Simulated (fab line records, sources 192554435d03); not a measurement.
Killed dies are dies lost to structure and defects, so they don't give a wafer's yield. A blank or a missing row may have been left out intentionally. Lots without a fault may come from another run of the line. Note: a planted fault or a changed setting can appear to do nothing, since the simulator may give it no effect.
Matching of chambers :: flow n5-finfet :: N5_BEOL_M3_CO_CAP_55 on cvd-co-01: 3 sister chambers
The step material Co, precursor CCTBA/H2, target thk 2 nm, time 102.1 s. 39 wafers are shown with their chamber, then 12 later ones without.

== EACH WAFER AND ITS CHAMBER ==
wafer: L074.3
chamber: 1
heater-power-w (W): 202

wafer: L074.4
chamber: 0
heater-power-w (W): 228

wafer: L074.6
chamber: 2
heater-power-w (W): 215

wafer: L075.3
chamber: 2
heater-power-w (W): 210

wafer: L075.4
chamber: 1
heater-power-w (W): 209

wafer: L075.5
chamber: 0
heater-power-w (W): 224

wafer: L076.2
chamber: 1
heater-power-w (W): 204

wafer: L076.5
chamber: 2
heater-power-w (W): 213

wafer: L076.6
chamber: 1
heater-power-w (W): 203

wafer: L077.1
chamber: 0
heater-power-w (W): 233

wafer: L077.4
chamber: 0
heater-power-w (W): 231

wafer: L077.5
chamber: 2
heater-power-w (W): 214

wafer: L078.2
chamber: 2
heater-power-w (W): 210

wafer: L078.5
chamber: 2
heater-power-w (W): 216

wafer: L078.6
chamber: 1
heater-power-w (W): 201

wafer: L081.1
chamber: 1
heater-power-w (W): 205

wafer: L081.3
chamber: 0
heater-power-w (W): 229

wafer: L081.4
chamber: 2
heater-power-w (W): 215

wafer: L083.1
chamber: 1
heater-power-w (W): 208

wafer: L083.5
chamber: 2
heater-power-w (W): 210

wafer: L083.6
chamber: 0
heater-power-w (W): 229

wafer: L082.2
chamber: 2
heater-power-w (W): 212

wafer: L082.3
chamber: 1
heater-power-w (W): 207

wafer: L082.4
chamber: 2
heater-power-w (W): 210

wafer: L084.1
chamber: 0
heater-power-w (W): 229

wafer: L084.5
chamber: 2
heater-power-w (W): 216

wafer: L084.6
chamber: 0
heater-power-w (W): 232

wafer: L085.2
chamber: 0
heater-power-w (W): 227

wafer: L085.3
chamber: 2
heater-power-w (W): 216

wafer: L085.4
chamber: 2
heater-power-w (W): 207

wafer: L086.2
chamber: 1
heater-power-w (W): 208

wafer: L086.3
chamber: 0
heater-power-w (W): 227

wafer: L086.6
chamber: 2
heater-power-w (W): 219

wafer: L088.3
chamber: 0
heater-power-w (W): 234

wafer: L088.4
chamber: 0
heater-power-w (W): 231

wafer: L088.6
chamber: 1
heater-power-w (W): 213

wafer: L090.1
chamber: 1
heater-power-w (W): 208

wafer: L090.5
chamber: 0
heater-power-w (W): 225

wafer: L090.6
chamber: 1
heater-power-w (W): 207

SIGNATURES, as means of the wafers listed above
reading: heater-power-w
chamber 0: 229.15
chamber 1: 206.25
chamber 2: 213.07
scatter within a chamber: 3.24
Rule: a wafer lies at a distance from a chamber equal to the root of the sum of squares, over the readings, of (its reading less the chamber's mean, divided by the reading's scatter). If the next closest chamber is less than 2 further off than the closest, the wafer can't be placed; otherwise it belongs to the closest. The scatter: take each reading less its chamber's mean, square it, sum over the shown wafers, divide by the number of wafers less the number of chambers, and take the root.

== WAFERS MISSING THEIR CHAMBER ==
wafer: L093.1
heater-power-w (W): 209

wafer: L093.3
heater-power-w (W): 203

wafer: L093.6
heater-power-w (W): 219

wafer: L094.2
heater-power-w (W): 207

wafer: L094.4
heater-power-w (W): 229

wafer: L094.5
heater-power-w (W): 217

wafer: L096.2
heater-power-w (W): 207

wafer: L096.4
heater-power-w (W): 229

wafer: L096.6
heater-power-w (W): 214

wafer: L097.4
heater-power-w (W): 211

wafer: L097.5
heater-power-w (W): 229

wafer: L097.6
heater-power-w (W): 210

== WHICH CHAMBER EACH ONE RAN IN ==
wafer: L093.1
from the rows above: can't be placed: 1 or 2
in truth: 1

wafer: L093.3
from the rows above: 1
in truth: 1

wafer: L093.6
from the rows above: can't be placed: 2 or 0
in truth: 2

wafer: L094.2
from the rows above: can't be placed: 1 or 2
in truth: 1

wafer: L094.4
from the rows above: 0
in truth: 0

wafer: L094.5
from the rows above: 2
in truth: 2

wafer: L096.2
from the rows above: can't be placed: 1 or 2
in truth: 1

wafer: L096.4
from the rows above: 0
in truth: 0

wafer: L096.6
from the rows above: 2
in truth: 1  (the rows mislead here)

wafer: L097.4
from the rows above: can't be placed: 2 or 1
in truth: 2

wafer: L097.5
from the rows above: 0
in truth: 0

wafer: L097.6
from the rows above: can't be placed: 2 or 1
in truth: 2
5 of 12 placed correctly. Can't be placed from these rows: 6 (the true chamber is among the candidates in 6). Number placed wrongly: 1.
